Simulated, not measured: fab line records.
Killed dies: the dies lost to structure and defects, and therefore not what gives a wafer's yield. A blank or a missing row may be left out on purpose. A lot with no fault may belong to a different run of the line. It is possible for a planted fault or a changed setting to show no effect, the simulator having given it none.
Which tool is to blame? | flow n5Finfet | 22 wafers from 8 lots sampled at 8 of the route's 1938 steps

== WHAT EACH GAUGE READ, for each wafer ==
N5_MOL_CONTACT_COAG_INSPECT_42: inspects for defects (brightfield). Usual: rawDefectCount reads 200 (standard deviation 56).
lot  | measured     | on               | rawDefectCount | flag
L609 | day 6 11:43  | defectInspect-01 | 296 204 260    | 
L612 | day 7 23:54  | defectInspect-02 | 221 251 253    | 
L613 | day 8 00:19  | defectInspect-02 | 215 186 213    | 
L615 | day 9 21:22  | defectInspect-02 | 179 118        | 
L617 | day 9 22:08  | defectInspect-02 | 339 251        | 
L622 | day 10 18:50 | defectInspect-02 | 202 174 264    | 
L626 | day 12 12:50 | defectInspect-01 | 150 133 145    | 
L625 | day 12 13:17 | defectInspect-01 | 248 162 210    | 

N5_BEOL_M0_SAQP_INSPECT_42: inspects for defects (brightfield). Usual: rawDefectCount reads 286 (standard deviation 82).
lot  | measured     | on               | rawDefectCount | flag
L609 | day 6 23:14  | defectInspect-01 | 287 229 315    | 
L612 | day 9 19:27  | defectInspect-02 | 187 225 153    | 
L613 | day 9 19:41  | defectInspect-01 | 1103 294 277   | OFF
L615 | day 10 14:12 | defectInspect-02 | 1621 330       | OFF
L617 | day 10 15:31 | defectInspect-01 | 1486 183       | OFF
L622 | day 12 00:11 | defectInspect-01 | 216 326 160    | 
L626 | day 13 03:16 | defectInspect-01 | 220 317 284    | 
L625 | day 13 05:59 | defectInspect-02 | 259 295 235    | 

N5_BEOL_M4_RC_MEAS_101. Usual: DIBL_N 36.5 mV/V, standard deviation 1.2; DIBL_P 36.5 mV/V, standard deviation 1.6; IOFF_N 0.162 nA/um, standard deviation 0.023; IOFF_P 0.221 nA/um, standard deviation 0.03; ION_N 678 uA/um, standard deviation 8; ION_P 466 uA/um, standard deviation 6.3; SS_N 71.6 mV/dec, standard deviation 0.46; SS_P 73.3 mV/dec, standard deviation 0.57; VT_N 249.2 mV, standard deviation 2.6; VT_P -249 mV, standard deviation 3.3.
lot  | measured     | on        | DIBL_N (mV/V)  | DIBL_P (mV/V)  | IOFF_N (nA/um)    | IOFF_P (nA/um)    | ION_N (uA/um) | ION_P (uA/um) | SS_N (mV/dec)  | SS_P (mV/dec)  | VT_N (mV)         | VT_P (mV)      | flag
L609 | day 11 11:25 | prober-02 | 36.1 36.5 35.3 | 37.8 37.9 36.7 | 0.161 0.169 0.151 | 0.257 0.252 0.234 | 681 686 677   | 471 475 470   | 72.2 72.2 72.2 | 74.1 73.7 73.3 | 250.2 248.9 248.3 | -245 -245 -245 | 
L612 | day 11 17:20 | prober-02 | 35.8 35.8 35.5 | 36.0 36.5 35.2 | 0.152 0.151 0.148 | 0.205 0.210 0.194 | 680 669 682   | 465 458 464   | 71.8 71.4 71.0 | 73.0 73.1 73.2 | 252.3 249.7 250.3 | -252 -250 -252 | 
L613 | day 12 01:18 | prober-02 | 37.9 38.1 38.1 | 37.1 36.4 37.2 | 0.180 0.169 0.179 | 0.229 0.214 0.227 | 680 674 678   | 463 460 468   | 71.7 71.5 72.0 | 73.1 73.1 72.6 | 246.5 248.7 247.2 | -248 -249 -252 | 
L615 | day 13 00:23 | prober-02 | 36.8           | 36.9           | 0.188             | 0.210             | 689           | 463           | 72.1           | 73.7           | 249.9             | -250           | 
L617 | day 13 02:47 | prober-01 | 36.0 37.1      | 36.7 37.6      | 0.152 0.177       | 0.232 0.246       | 670 686       | 466 471       | 71.6 71.3      | 73.4 72.5      | 251.2 247.3       | -251 -246      | 
L622 | day 14 11:44 | prober-01 | 36.2 35.3 34.6 | 38.9 38.1 36.3 | 0.194 0.165 0.152 | 0.254 0.232 0.215 | 695 677 678   | 471 464 465   | 72.0 72.7 71.9 | 73.8 72.7 73.0 | 247.0 248.3 251.2 | -246 -248 -247 | 
L626 | day 15 21:52 | prober-02 | 36.5 34.9 34.3 | 36.1 33.7 34.0 | 0.189 0.157 0.154 | 0.268 0.225 0.230 | 692 680 686   | 478 474 477   | 71.5 71.4 71.4 | 73.4 72.5 72.6 | 246.6 248.0 248.0 | -241 -245 -246 | 
L625 | day 16 01:32 | prober-02 | 37.5 37.1 35.6 | 37.2 36.5 34.3 | 0.169 0.147 0.125 | 0.210 0.203 0.176 | 675 669 668   | 462 462 459   | 72.1 72.0 70.9 | 73.1 72.9 73.2 | 250.7 251.4 253.9 | -251 -249 -252 | 

== WHAT TOOL EACH LOT RAN ON (gives the tool, then ch and the chambers of the sampled wafers, and finally the start) ==
lot  | N5_MOL_CONTACT_COAG_ETCH_48       | N5_MOL_CONTACT_COAG_STRIP_72      | N5_BEOL_M0_SAQP_PECVD_96        | N5_BEOL_M0_SAQP_MANDREL_ETCH_103 | N5_BEOL_M0_SAQP_ETCH_106
L609 | rieDiel-01 ch 1,2, day 6 12:29    | rieDiel-01 ch 1,2, day 6 12:33    | pecvd-04 ch 1,2, day 6 17:59    | rieSi-05 ch 2,3, day 6 20:35     | rieDiel-02 ch 0,3, day 6 21:07
L612 | rieDiel-04 ch 0,2,3, day 8 01:14  | rieDiel-04 ch 0,2,3, day 8 01:17  | pecvd-04 ch 0,2, day 8 10:40    | rieSi-03 ch 0,2,3, day 8 13:36   | rieDiel-02 ch 1,3, day 8 14:16
L613 | rieDiel-01 ch 0,2, day 8 01:25    | rieDiel-01 ch 0,2, day 8 01:28    | pecvd-04 ch 1,2, day 8 11:01    | rieSi-05 ch 1,2,3, day 8 14:34   | rieDiel-05 ch 0,2,3, day 8 15:07
L615 | rieDiel-01 ch 0,3, day 9 22:04    | rieDiel-01 ch 0,3, day 9 22:07    | pecvd-04 ch 2, day 10 05:58     | rieSi-03 ch 1,3, day 10 08:32    | rieDiel-03 ch 1,3, day 10 11:32
L617 | rieDiel-06 ch 2, day 9 22:44      | rieDiel-06 ch 2, day 9 22:47      | pecvd-04 ch 0,2, day 10 06:23   | rieSi-03 ch 0,3, day 10 10:53    | rieDiel-03 ch 3, day 10 12:59
L622 | rieDiel-04 ch 1,2,3, day 10 20:19 | rieDiel-04 ch 1,2,3, day 10 20:22 | pecvd-03 ch 0,1,2, day 11 12:49 | rieSi-06 ch 1,2, day 11 17:56    | rieDiel-03 ch 0,1,3, day 11 18:43
L626 | rieDiel-01 ch 0,1,2, day 12 14:53 | rieDiel-01 ch 0,1,2, day 12 14:56 | pecvd-04 ch 0,1,2, day 12 19:53 | rieSi-05 ch 0,1,3, day 12 23:52  | rieDiel-03 ch 0,2,3, day 13 00:24
L625 | rieDiel-01 ch 0,1,2, day 12 15:16 | rieDiel-01 ch 0,1,2, day 12 15:19 | pecvd-04 ch 0,2, day 12 22:54   | rieSi-03 ch 0,1,3, day 13 02:19  | rieDiel-03 ch 0,1,2, day 13 02:59
- N5_MOL_CONTACT_COAG_ETCH_48: etches SiOC in C4F6/O2, target depth 15 nm, overetch 4.5 nm, time 17 s.
- N5_MOL_CONTACT_COAG_STRIP_72: strips in N2/H2.
- N5_BEOL_M0_SAQP_PECVD_96: deposits a-Si from SiH4/He, target thk 45 nm, time 45.2 s.
- N5_BEOL_M0_SAQP_MANDREL_ETCH_103: etches a-Si in HBr/Cl2, stops on SiCN, target depth 45 nm, bt time 10 s, time 27 s.
- N5_BEOL_M0_SAQP_ETCH_106: etches SOC in N2/H2, stops on SiNx, target depth 150 nm.

== WHAT THE TOOLS THEMSELVES READ (means of the sampled wafers that have a number; where no wafer has one, the mark that the record gives instead) ==
N5_MOL_CONTACT_COAG_ETCH_48. Usual: drypumpMotorCurrentA 5.8 A, standard deviation 0.4; oesProductAu 0.66 a.u., standard deviation 0.055; rfVppV 1594 V, standard deviation 17; showerheadPlenumPTorr 2.89 Torr, standard deviation 0.072; throttleValvePct 40.6 %, standard deviation 0.32.
lot  | tool       | drypumpMotorCurrentA (A) | oesProductAu (a.u.) | rfVppV (V) | showerheadPlenumPTorr (Torr) | throttleValvePct (%) | flag
L609 | rieDiel-01 | 5.9                      | 0.71                | 1587       | 2.85                         | 40.6                 | 
L612 | rieDiel-04 | 6.1                      | 0.65                | 1602       | 2.96                         | 40.5                 | 
L613 | rieDiel-01 | 6.1                      | 0.69                | 1592       | 2.84                         | 40.8                 | 
L615 | rieDiel-01 | 5.7                      | 0.70                | 1606       | 2.92                         | 40.8                 | 
L617 | rieDiel-06 | 5.1                      | 0.60                | 1606       | 2.95                         | 40.5                 | 
L622 | rieDiel-04 | 5.7                      | 0.65                | 1595       | 2.90                         | 40.4                 | 
L626 | rieDiel-01 | 5.9                      | 0.70                | 1594       | 2.86                         | 40.7                 | 
L625 | rieDiel-01 | 5.9                      | 0.69                | 1595       | 2.86                         | 40.7                 | 

N5_MOL_CONTACT_COAG_STRIP_72. Usual: drypumpMotorCurrentA 5.8 A, standard deviation 0.4; n2FlowSccm 200.0 sccm, standard deviation 0.61; oesProductAu 0.79 a.u., standard deviation 0.061; rfVppV 59.2 V, standard deviation 1.9; showerheadPlenumPTorr 2.58 Torr, standard deviation 0.071; throttleValvePct 23.7 %, standard deviation 0.31.
lot  | tool       | drypumpMotorCurrentA (A) | n2FlowSccm (sccm) | oesProductAu (a.u.) | rfVppV (V) | showerheadPlenumPTorr (Torr) | throttleValvePct (%) | flag
L609 | rieDiel-01 | 5.9                      | 200.7             | 0.84                | 59.6       | 2.54                         | 23.6                 | 
L612 | rieDiel-04 | 6.1                      | 200.8             | 0.80                | 60.2       | 2.65                         | 23.7                 | 
L613 | rieDiel-01 | 6.1                      | 199.4             | 0.85                | 61.2       | 2.54                         | 23.7                 | 
L615 | rieDiel-01 | 5.7                      | 200.3             | 0.80                | 59.6       | 2.61                         | 23.8                 | 
L617 | rieDiel-06 | 5.1                      | 200.7             | 0.72                | 60.2       | 2.64                         | 23.7                 | 
L622 | rieDiel-04 | 5.7                      | 199.9             | 0.74                | 60.4       | 2.60                         | 23.5                 | 
L626 | rieDiel-01 | 5.9                      | 200.1             | 0.82                | 60.4       | 2.56                         | 23.7                 | 
L625 | rieDiel-01 | 5.9                      | 199.8             | 0.80                | 59.3       | 2.56                         | 23.7                 | 

N5_BEOL_M0_SAQP_PECVD_96. Usual: heaterPowerOuterW 378 W, standard deviation 46; heaterPowerW 628 W, standard deviation 63; runLengthS 81.4 s, standard deviation 0.54; showerheadPlenumPTorr 5.70 Torr, standard deviation 0.076; throttleValvePct 18.2 %, standard deviation 0.99.
lot  | tool     | heaterPowerOuterW (W) | heaterPowerW (W) | runLengthS (s) | showerheadPlenumPTorr (Torr) | throttleValvePct (%) | flag
L609 | pecvd-04 | 382                   | 643              | 81.6           | 5.71                         | 19.1                 | 
L612 | pecvd-04 | 411                   | 660              | 81.5           | 5.74                         | 17.5                 | 
L613 | pecvd-04 | 410                   | 669              | 93.8           | 5.71                         | 18.1                 | OFF
L615 | pecvd-04 | 382                   | 613              | 100.2          | 5.74                         | 17.4                 | OFF
L617 | pecvd-04 | 394                   | 646              | 100.1          | 5.79                         | 17.9                 | OFF
L622 | pecvd-03 | 423                   | 684              | 81.5           | 5.63                         | 17.9                 | 
L626 | pecvd-04 | 373                   | 638              | 81.4           | 5.75                         | 18.5                 | 
L625 | pecvd-04 | 379                   | 624              | 81.8           | 5.76                         | 17.9                 | 

N5_BEOL_M0_SAQP_MANDREL_ETCH_103. Usual: drypumpMotorCurrentA 5.6 A, standard deviation 0.59; oesProductAu 0.678 a.u., standard deviation 0.012; throttleValvePct 35.5 %, standard deviation 0.32.
lot  | tool     | drypumpMotorCurrentA (A) | oesProductAu (a.u.) | throttleValvePct (%) | flag
L609 | rieSi-05 | 5.8                      | 0.670               | 35.5                 | 
L612 | rieSi-03 | 5.5                      | 0.685               | 35.5                 | 
L613 | rieSi-05 | 5.4                      | 0.772               | 35.3                 | OFF
L615 | rieSi-03 | 5.5                      | 0.845               | 35.4                 | OFF
L617 | rieSi-03 | 4.9                      | 0.843               | 35.4                 | OFF
L622 | rieSi-06 | 5.6                      | 0.680               | 35.3                 | 
L626 | rieSi-05 | 5.6                      | 0.670               | 35.7                 | 
L625 | rieSi-03 | 5.4                      | 0.679               | 35.7                 | 

N5_BEOL_M0_SAQP_ETCH_106. Usual: drypumpMotorCurrentA 5.7 A, standard deviation 0.39; n2FlowSccm 199.9 sccm, standard deviation 0.57; oesProductAu 0.76 a.u., standard deviation 0.081; rfVppV 240.5 V, standard deviation 1.4; showerheadPlenumPTorr 2.52 Torr, standard deviation 0.087; throttleValvePct 17.95 %, standard deviation 0.18.
lot  | tool       | drypumpMotorCurrentA (A) | n2FlowSccm (sccm) | oesProductAu (a.u.) | rfVppV (V) | showerheadPlenumPTorr (Torr) | throttleValvePct (%) | flag
L609 | rieDiel-02 | 5.2                      | 199.2             | 0.70                | 241.0      | 2.55                         | 18.06                | 
L612 | rieDiel-02 | 5.8                      | 199.7             | 0.73                | 239.2      | 2.43                         | 17.94                | 
L613 | rieDiel-05 | 6.1                      | 200.1             | 0.76                | 239.9      | 2.51                         | 17.82                | 
L615 | rieDiel-03 | 5.7                      | 199.8             | 0.54                | 241.8      | 2.58                         | 18.11                | 
L617 | rieDiel-03 | 5.5                      | 199.9             | 0.57                | 242.4      | 2.64                         | 17.95                | 
L622 | rieDiel-03 | 5.7                      | 199.5             | 0.73                | 241.8      | 2.61                         | 18.09                | 
L626 | rieDiel-03 | 5.7                      | 199.4             | 0.71                | 241.0      | 2.57                         | 17.98                | 
L625 | rieDiel-03 | 5.8                      | 199.4             | 0.71                | 240.1      | 2.53                         | 18.10                | 

== THE ANSWER, worked out from the rows above alone ==
Rule: a lot counts as off when the mean over its wafers that have a number is more than 3 standard deviations away from the usual mean. A lot without any number at a reading at which 4 lots or more have one is off too. Any other lot the step has rows for is counted as sound. After the gauges, taken in route order, come the tools' own readings; for these a lot's mean is taken, as printed above. At the first step where some lot is off, the reading lying furthest off is the one used; lots without a number count as furthest.
Off, at N5_BEOL_M0_SAQP_INSPECT_42 on rawDefectCount: L613, L615, L617.
A tool fits if, at a process step before that reading, it ran every lot that is off, and no sound lot after the first of them. The gauges at N5_BEOL_M0_SAQP_INSPECT_42 aren't tried: what is off there is off at N5_BEOL_M0_SAQP_PECVD_96 too, on other tools, and a gauge's error can't cause that. Not one of the candidates tried fits.

== WHAT HAD BEEN PUT IN BY THE SIMULATOR ==
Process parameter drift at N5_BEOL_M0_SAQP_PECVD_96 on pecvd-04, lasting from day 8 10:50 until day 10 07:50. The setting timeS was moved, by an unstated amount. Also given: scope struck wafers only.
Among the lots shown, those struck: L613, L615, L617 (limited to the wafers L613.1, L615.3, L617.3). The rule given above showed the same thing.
